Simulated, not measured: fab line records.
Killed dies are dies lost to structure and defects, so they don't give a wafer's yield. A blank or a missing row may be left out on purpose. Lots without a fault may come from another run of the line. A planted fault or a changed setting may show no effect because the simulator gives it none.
fab line records | flow n5Finfet
[record] lots = 10 wafers = 29 lastDay = 18
route steps=1938 shown PMOS_HMC_CHANNEL_EPI@69 FIN_SAQP@96 PASSIVATION@1936
lots with no fault: from the same line, run without faults
startH: the number of hours between the record's first day and the start of the first shown wafer of the lot | waitH: how many hours have passed since the lot's step before this one | " same as the row above | L1.1+2: one row covering several wafers at once | - no value present, or no start provided | * or withheld: withheld | < > ~ a bound
route shown NAME@n: a module of which the file shows steps, and the number in the route of the first | usual: mean/standard deviation of fault-free wafers | same: alike in all rows | chamber/n: place in a boat | sites: the reading at each site | _std_site: the values' standard deviation | _edge_site: the outer-site mean with the inner-site mean subtracted | radiusMm: how far each site lies from the wafer's centre | mask NAME#n: copy n | behind: the tool/chamber that last shaped the wafer | hold: why the lot was held/for how many hours/how that ended | device: names the non-switching transistor (n, p or np) | end of line: tests run on the same wafers once the route is complete | where a step has no rows: the recipe by itself | killed: dies that structure and defects cost at the first sort, which is not the same as the wafer's yield | map: the dies of a wafer, with x for killed, . for not killed, _ for no die there
set.NAME: setting as actually run; set.NAME@STEP: the setting as run at that earlier step | model.NAME: the simulator's own value behind a step, which no gauge read
the route's steps for a sample of lots (tables are steps, rows are wafers)
services: a tool's chamber out of use, with start hour (startH, from the record's first day; less than 0 if before it), hours out, and reason
[[steps]]
[step N5_PMOS_HMC_CHANNEL_EPI_ETCH_32]
[recipe] chemistry = N2/H2 target = BARC stopOn = SiO2 targetDepthA = 858 overEtchFrac = 0.3 timeS = 50.3 ionEnergyEv = 200 maskMaterial = CAR-ArF-block pressureMtorr = 30 sourceW = 840 biasW = 150 n2FlowSccm = 200 h2FlowSccm = 200
[usual] drypumpMotorCurrentA = 5.5/0.34 oesProductAu = 0.66/0.075 rfFwdPowerW = 831/3.5 rfVppV = 523.2/2.3 showerheadPlenumPTorr = 2.52/0.075 throttleValvePct = 17.9/0.32
// columns lot.wafer tool chamber startH waitH drypumpMotorCurrentA oesProductAu rfFwdPowerW rfHoursCounterH rfVppV showerheadPlenumPTorr throttleValvePct
L151.1 rieDiel-02 1 29.54 0.0 5.9 0.64 833 184 527.4 2.64 17.8
L151.4 " 2 " " 6.0 0.67 830 119 524.4 2.56 17.9
L151.5 " 2 " " 6.0 0.67 831 - 524.2 2.56 17.9
L153.1 rieDiel-04 3 41.38 0.0 5.6 0.83 831 7 522.8 2.50 17.4
L153.3 " 1 " " 5.1 0.67 833 108 524.3 2.56 17.6
L153.4 " 2 " " 5.8 0.61 830 207 521.3 2.42 18.3
L154.2 rieDiel-02 1 47.61 0.0 5.8 0.64 836 189 526.5 2.64 17.8
L154.5 " 0 " " 5.4 0.70 830 - 522.1 2.47 17.8
L154.6 " 3 " " 5.2 0.64 835 - 523.1 2.54 17.7
L155.2 rieDiel-04 1 53.46 0.0 5.2 0.67 830 111 523.5 2.56 17.6
L155.3 " 2 " " 5.8 0.61 836 211 521.7 2.41 18.3
L155.4 " 0 " " 5.1 0.58 832 235 522.7 2.51 18.3
L156.4 rieDiel-04 2 59.47 0.0 5.8 0.61 837 212 520.9 2.41 18.3
L156.5 " 1 " " 5.2 0.66 834 - 524.3 2.56 17.6
L156.6 " 0 " " 5.1 0.58 834 - 522.9 2.51 18.3
L163.3 rieDiel-06 1 101.40 0.0 4.9 0.68 835 122 528.2 2.66 18.0
L163.6 " 2 " " 5.3 0.60 828 - 520.9 2.41 18.2
L167.3 rieDiel-04 3 125.78 0.0 5.6 0.78 832 32 522.3 2.49 17.4
L167.4 " 0 " " 5.1 0.58 835 - 523.6 2.50 18.4
L167.5 " 2 " " 5.8 0.60 835 - 520.4 2.41 18.4
L168.1 rieDiel-06 2 131.55 0.0 5.4 0.60 827 236 520.3 2.41 18.2
L168.3 " 0 " " 5.3 0.65 828 145 523.7 2.54 18.1
L168.6 " 1 " " 4.9 0.66 838 - 527.5 2.65 18.0
L169.1 rieDiel-04 3 137.47 0.0 5.6 0.77 836 36 521.6 2.48 17.4
L169.2 " 2 " " 5.8 0.59 833 233 519.5 2.41 18.4
L169.5 " 2 " " 5.8 0.60 832 - 520.4 2.41 18.4
L171.4 rieDiel-06 2 149.87 0.0 5.4 0.59 827 243 519.1 2.41 18.2
L171.5 " 1 " " 4.9 0.66 835 - 527.9 2.65 18.0
L171.6 " 2 " " 5.4 0.59 827 - 519.8 2.41 18.2
[step N5_PMOS_HMC_CHANNEL_EPI_FIN_RECESS_16]
[recipe] chemistry = HBr/Cl2 target = Si maskMaterial = SiO2 targetDepthA = 540 timeS = 18 pressureMtorr = 10 icpW = 800 biasW = 75 HBr_flow_sccm = 150 Cl2_flow_sccm = 80
[usual] drypumpMotorCurrentA = 5.6/0.55 mfcCl2Sccm = 80.03/0.25 oesProductAu = 1.002/0.016 rfFwdPowerW = 794/3.3 throttleValvePct = 35.60/0.17
// columns lot.wafer tool chamber startH waitH drypumpMotorCurrentA mfcCl2Sccm oesProductAu rfFwdPowerW rfHoursCounterH throttleValvePct
L151.1 rieSi-06 3 29.96 0.0 4.9 80.56 0.997 796 104 35.74
L151.4 " 1 " " 6.6 80.47 1.022 790 110 35.61
L151.5 " 0 " " 6.1 80.24 1.018 792 - 35.67
L153.1 rieSi-06 0 41.80 0.0 6.2 79.83 1.020 802 84 35.70
L153.3 " 2 " " 5.5 79.97 0.985 795 162 35.32
L153.4 " 1 " " 6.7 80.08 1.013 793 110 35.64
L154.2 rieSi-06 1 48.03 0.0 6.6 79.61 1.009 791 110 35.62
L154.5 " 3 " " 4.8 80.10 0.998 800 - 35.76
L154.6 " 0 " " 6.2 80.45 1.027 798 - 35.70
L155.2 rieSi-02 0 53.88 0.0 6.1 80.03 1.001 795 42 35.84
L155.3 " 1 " " 5.7 79.99 0.989 796 6 35.59
L155.4 " 3 " " 4.8 80.11 1.011 799 185 35.47
L156.4 rieSi-05 2 60.13 0.0 6.0 80.42 0.976 797 - 35.89
L156.5 " 3 " " 5.3 80.14 1.030 793 - 35.59
L156.6 " 1 " " 6.1 80.03 1.015 794 - 35.50
L163.3 rieSi-02 1 101.82 0.0 5.7 80.22 0.989 791 7 35.60
L163.6 " 1 " " 5.7 80.26 0.989 790 - 35.60
L167.3 rieSi-06 1 126.20 0.0 6.6 79.87 1.015 790 112 35.63
L167.4 " 0 " " 6.1 79.68 1.019 797 85 35.68
L167.5 " 1 " " 6.6 79.78 1.012 791 - 35.63
L168.1 rieSi-06 0 131.99 0.0 6.2 79.71 1.012 800 86 35.69
L168.3 " 3 " " 4.9 79.81 0.989 797 106 35.74
L168.6 " 3 " " 4.9 80.27 0.987 798 - 35.76
L169.1 rieSi-06 3 137.91 0.0 4.9 80.17 0.986 794 106 35.76
L169.2 " 2 " " 5.5 79.85 0.984 793 164 35.35
L169.5 " 1 " " 6.6 79.94 1.004 792 - 35.65
L171.4 rieSi-06 2 150.30 0.0 5.4 80.27 0.986 799 165 35.33
L171.5 " 3 " " 4.8 79.84 0.984 799 - 35.75
L171.6 " 2 " " 5.4 80.30 0.983 796 - 35.33
[step N5_FIN_SAQP_HM_DEP_03]
[recipe] material = SiNx targetThkA = 380 tempC = 400 precursor = SiH4/NH3/N2 pressureTorr = 1.5 rfW = 300 timeS = 33.6
[usual] heaterPowerW = 780/88 rfFwdPowerW = 297.5/1.2 showerheadPlenumPTorr = 5.136/0.029 throttleValvePct = 40.5/1.8
// columns lot.wafer tool chamber startH waitH heaterPowerW rfFwdPowerW showerheadPlenumPTorr throttleValvePct
L151.1 pecvd-01 0 32.95 0.2 1012 298.9 5.148 42.7
L151.4 " 1 " " 754 299.7 5.175 42.4
L151.5 " 0 " " 1034 298.2 5.145 42.7
L153.1 pecvd-04 2 44.72 0.2 749 296.8 5.129 38.1
L153.3 " 1 " " 751 297.4 5.125 40.2
L153.4 " 0 " " 747 299.0 5.109 40.7
L154.2 pecvd-02 1 50.85 0.2 731 297.3 5.115 41.2
L154.5 " 2 " " 783 296.6 5.074 36.9
L154.6 " 0 " " 892 295.5 5.174 41.9
L155.2 pecvd-01 0 56.92 0.2 1039 298.1 5.146 43.0
L155.3 " 2 " " 798 297.8 5.138 39.5
L155.4 " 2 " " 796 298.4 5.147 39.4
L156.4 pecvd-01 0 63.66 0.1 1028 297.3 5.145 42.6
L156.5 " 2 " " 727 298.0 5.131 39.5
L156.6 " 1 " " 812 299.6 5.184 42.3
L163.3 pecvd-01 2 104.80 0.2 818 298.3 5.157 39.3
L163.6 " 2 " " 799 297.0 5.136 39.7
L167.3 pecvd-02 1 129.04 0.1 680 297.6 5.127 41.4
L167.4 " 0 " " 811 295.6 5.166 42.1
L167.5 " 1 " " 696 298.2 5.129 41.4
L168.1 pecvd-02 2 135.05 0.2 749 295.7 5.087 37.4
L168.3 " 1 " " 733 297.4 5.119 41.5
L168.6 " 1 " " 760 298.8 5.130 41.4
L169.1 pecvd-02 2 141.13 0.2 787 297.0 5.076 37.6
L169.2 " 1 " " 692 297.7 5.119 41.3
L169.5 " 1 " " 688 297.8 5.122 41.2
L171.4 pecvd-04 1 153.20 0.1 709 296.9 5.127 40.0
L171.5 " 2 " " 744 295.3 5.131 38.6
L171.6 " 0 " " 697 295.9 5.116 40.6
[step N5_FIN_SAQP_THK_MEAS_05]
[usual] thkNm = 38.1/0.49
// columns lot.wafer tool chamber startH waitH thkNm
L151.1 filmMetro-01 - 33.04 0.1 37.4
L151.4 " - " " 38.3
L151.5 " - " " 37.9
L153.1 filmMetro-01 - 44.81 0.1 37.5
L153.3 " - " " 38.0
L153.4 " - " " 38.3
L154.2 filmMetro-02 - 50.94 0.1 37.6
L154.5 " - " " 38.5
L154.6 " - " " 38.6
L155.2 filmMetro-02 - 57.01 0.1 37.5
L155.3 " - " " 37.6
L155.4 " - " " 38.3
L156.4 filmMetro-02 - 63.72 0.0 37.8
L156.5 " - " " 38.4
L156.6 " - " " 38.4
L163.3 filmMetro-02 - 104.89 0.1 36.6
L163.6 " - " " 38.8
L167.3 filmMetro-02 - 129.13 0.1 38.1
L167.4 " - " " 38.8
L167.5 " - " " 38.6
L168.1 filmMetro-01 - 135.14 0.1 38.5
L168.3 " - " " 38.7
L168.6 " - " " 39.0
L169.1 filmMetro-01 - 141.22 0.1 37.8
L169.2 " - " " 38.0
L169.5 " - " " 38.1
L171.4 filmMetro-01 - 153.26 0.0 39.1
L171.5 " - " " 38.9
L171.6 " - " " 39.1
[step N5_FIN_SAQP_PECVD_06]
[recipe] material = a-Si targetThkA = 600 tempC = 400 precursor = SiH4/He pressureTorr = 3 rfW = 100 timeS = 48.1
[usual] heaterPowerW = 839/82 rfFwdPowerW = 99.2/0.4 showerheadPlenumPTorr = 5.662/0.021 throttleValvePct = 18.4/0.8
// columns lot.wafer tool chamber startH waitH heaterPowerW rfFwdPowerW showerheadPlenumPTorr throttleValvePct
L151.1 pecvd-02 1 33.16 0.0 861 99.8 5.672 18.8
L151.4 " 2 " " 819 98.8 5.617 16.9
L151.5 " 1 " " 844 99.8 5.643 18.9
L153.1 pecvd-02 1 44.93 0.0 841 99.6 5.672 19.0
L153.3 " 2 " " 819 99.0 5.631 16.6
L153.4 " 1 " " 835 99.1 5.653 18.7
L154.2 pecvd-04 0 51.05 0.0 870 99.6 5.651 18.0
L154.5 " 1 " " 774 99.6 5.656 18.6
L154.6 " 2 " " 746 98.9 5.656 17.4
L155.2 pecvd-01 0 57.12 0.0 976 100.3 5.668 19.5
L155.3 " 1 " " 801 99.4 5.694 19.3
L155.4 " 1 " " 770 99.0 5.677 19.2
L156.4 pecvd-04 0 63.86 0.0 903 99.7 5.650 18.3
L156.5 " 1 " " 810 98.7 5.640 18.2
L156.6 " 2 " " 808 98.9 5.656 17.9
L163.3 pecvd-02 0 105.00 0.0 884 98.4 5.683 19.0
L163.6 " 2 " " 752 99.0 5.638 17.0
L167.3 pecvd-01 2 129.24 0.0 902 99.6 5.672 17.9
L167.4 " 1 " " 726 99.2 5.690 19.5
L167.5 " 0 " " 1048 100.3 5.669 19.9
L168.1 pecvd-04 0 135.26 0.0 881 99.1 5.665 18.5
L168.3 " 1 " " 702 99.1 5.649 18.1
L168.6 " 2 " " 718 99.0 5.660 17.4
L169.1 pecvd-04 0 141.34 0.0 867 99.4 5.647 18.3
L169.2 " 2 " " 774 98.7 5.664 17.8
L169.5 " 1 " " 835 99.5 5.649 18.2
L171.4 pecvd-02 2 153.41 0.0 754 99.0 5.619 17.0
L171.5 " 0 " " 954 99.0 5.698 19.0
L171.6 " 1 " " 821 99.6 5.648 18.7
[step N5_PASSIVATION_PROBE_49]
[usual] killed_at_M0_to_M3 = 34/9.9 killed_at_M4_up = 14/5.7 killedAtContacts = 13/6.3 killedAtFrontEnd = 39/9.9 killedAtOther = 3.7/2.8 killedDies = 104/15 killedOpen = 68/12 killedShort = 34/6.7
[same] grossDies = 1180 killedAtBackSide = 0
// columns lot.wafer tool chamber startH waitH killed_at_M0_to_M3 killed_at_M4_up killedAtContacts killedAtFrontEnd killedAtOther killedDies killedOpen killedShort
L168.1 prober-01 - 400.45 0.0 46 13 12 21 5 97 67 28
L168.3 prober-01 - 400.55 0.1 42 10 11 25 4 92 55 37
L168.6 prober-01 - 400.70 0.3 28 11 9 40 3 91 55 36
L163.3 prober-01 - 410.68 0.1 36 12 9 35 4 96 68 26
L171.4 prober-01 - 430.84 0.2 44 16 11 29 2 102 68 29
L171.5 prober-01 - 430.89 0.2 33 16 26 31 0 106 78 26
L171.6 prober-01 - 430.94 0.3 28 18 6 44 2 98 61 28
// killed by level:class
L168.1 BEOL_M2:geometricParticle:open=15 MOL_CONTACT_COAG:geometricParticle:open=9 BEOL_M3:geometricParticle:open=7 BEOL_M0_SAQP:geometricParticle:open=6 BEOL_M5:geometricParticle:open=6 BEOL_M0_SAQP:geometricParticle:short=5 BEOL_M2:geometricParticle:short=5 STI_FIN_REVEAL:geometricParticle:open=4
L168.3 BEOL_M1:geometricParticle:open=12 FIN_SAQP:geometricParticle:short=11 BEOL_M0_SAQP:geometricParticle:short=11 MOL_CONTACT_COAG:geometricParticle:open=9 BEOL_M2:geometricParticle:open=7 BEOL_M0_SAQP:geometricParticle:open=4 BEOL_M3:geometricParticle:open=4 FIN_SAQP:geometricParticle:open=3
L168.6 FIN_SAQP:geometricParticle:short=11 STI_FIN_REVEAL:geometricParticle:open=7 MOL_CONTACT_COAG:geometricParticle:open=7 BEOL_M0_SAQP:geometricParticle:short=6 BEOL_M4:geometricParticle:open=6 FIN_SAQP:geometricParticle:open=5 BEOL_M0_SAQP:geometricParticle:open=5 BEOL_M1:geometricParticle:open=5
L163.3 BEOL_M2:geometricParticle:open=10 BEOL_M4:geometricParticle:open=7 MOL_CONTACT_COAG:geometricParticle:open=7 STI_FIN_REVEAL:geometricParticle:open=6 DUMMY_GATE:geometricParticle:open=6 BEOL_M3:geometricParticle:open=6 FIN_SAQP:geometricParticle:open=5 BEOL_M0:geometricParticle:open=5
L171.4 BEOL_M0_SAQP:geometricParticle:open=12 STI_FIN_REVEAL:geometricParticle:open=8 MOL_CONTACT_COAG:geometricParticle:open=8 BEOL_M0_SAQP:geometricParticle:short=7 BEOL_M2:geometricParticle:open=7 BEOL_M4:geometricParticle:open=7 DUMMY_GATE:geometricParticle:open=5 BEOL_M2:geometricParticle:short=5
L171.5 MOL_CONTACT_COAG:geometricParticle:open=16 BEOL_M1:geometricParticle:open=14 MOL_CONTACT_COAG:geometricParticle:short=10 STI_FIN_REVEAL:geometricParticle:open=9 BEOL_M2:geometricParticle:open=6 BEOL_M3:geometricParticle:open=6 BEOL_M4:geometricParticle:open=5 FIN_SAQP:geometricParticle:open=4
L171.6 STI_FIN_REVEAL:geometricParticle:open=9 BEOL_M1:geometricParticle:open=7 BEOL_M3:geometricParticle:open=6 HKMG_FIN:areaEtch=6 BEOL_M0_SAQP:geometricParticle:open=5 BEOL_M4:geometricParticle:open=5 FIN_SAQP:geometricParticle:open=4 DUMMY_GATE:geometricParticle:open=4
[[services]]
// columns tool chamber startH hours kind
pecvd-02 0 9.41 5.5 scheduledDown
rieSi-05 1 10.67 11.5 repair
pecvd-02 1 21.47 4.6 repair
rieSi-05 3 32.18 5.2 repair
rieDiel-02 2 43.18 5.5 repair
pecvd-01 1 51.17 5.5 scheduledDown
rieDiel-02 0 59.49 24.6 repair
rieSi-02 2 68.45 6.9 repair
pecvd-01 - 70.81 6.0 pm
rieDiel-04 - 77.71 4.0 pm
rieDiel-04 - 85.65 11.0 repair
rieDiel-06 3 97.44 - clean
pecvd-01 0 98.69 8.8 repair
pecvd-02 1 102.47 2.1 scheduledDown
rieSi-02 2 104.56 1.8 repair
rieDiel-04 1 109.40 44.5 repair
rieDiel-04 2 110.11 3.2 repair
rieSi-02 3 128.06 2.5 repair
pecvd-01 - 131.70 0.8 repair
rieDiel-04 0 133.33 1.2 repair
rieSi-05 0 133.94 9.1 repair
rieDiel-02 0 140.91 14.8 repair
rieDiel-02 - 146.49 4.3 repair
pecvd-02 1 146.80 5.9 repair
[[key]]
[firstSign] step = N5_FIN_SAQP_THK_MEAS_05 reading = thkNm direction = down sigmas = 3.1 usual = * struck = *
effect none on later readings
metAt N5_FIN_SAQP_HM_DEP_03
struckLots L163
struckWafers L163.3
testerLeftOut L163
notActingAt N5_PMOS_HMC_CHANNEL_EPI_ETCH_32,N5_PMOS_HMC_CHANNEL_EPI_FIN_RECESS_16,N5_FIN_SAQP_PECVD_06
onsetBetween 63.66 104.80
[fault] kind = processParameterDrift tool = pecvd-01 chamber = - onsetH = 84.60 steps = N5_FIN_SAQP_HM_DEP_03 channel = targetThkA offset = * shape = step endH = 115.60 scope = struckWafersOnly actsIn = * stated = *
// testerLeftOut: of these lots the tester's yield and bins aren't shown, on N5 and GAA mostly nor the transistor test; their killed dies are dies lost to structure and defects alone, not to doping, threshold or leakage, so they don't give the yield
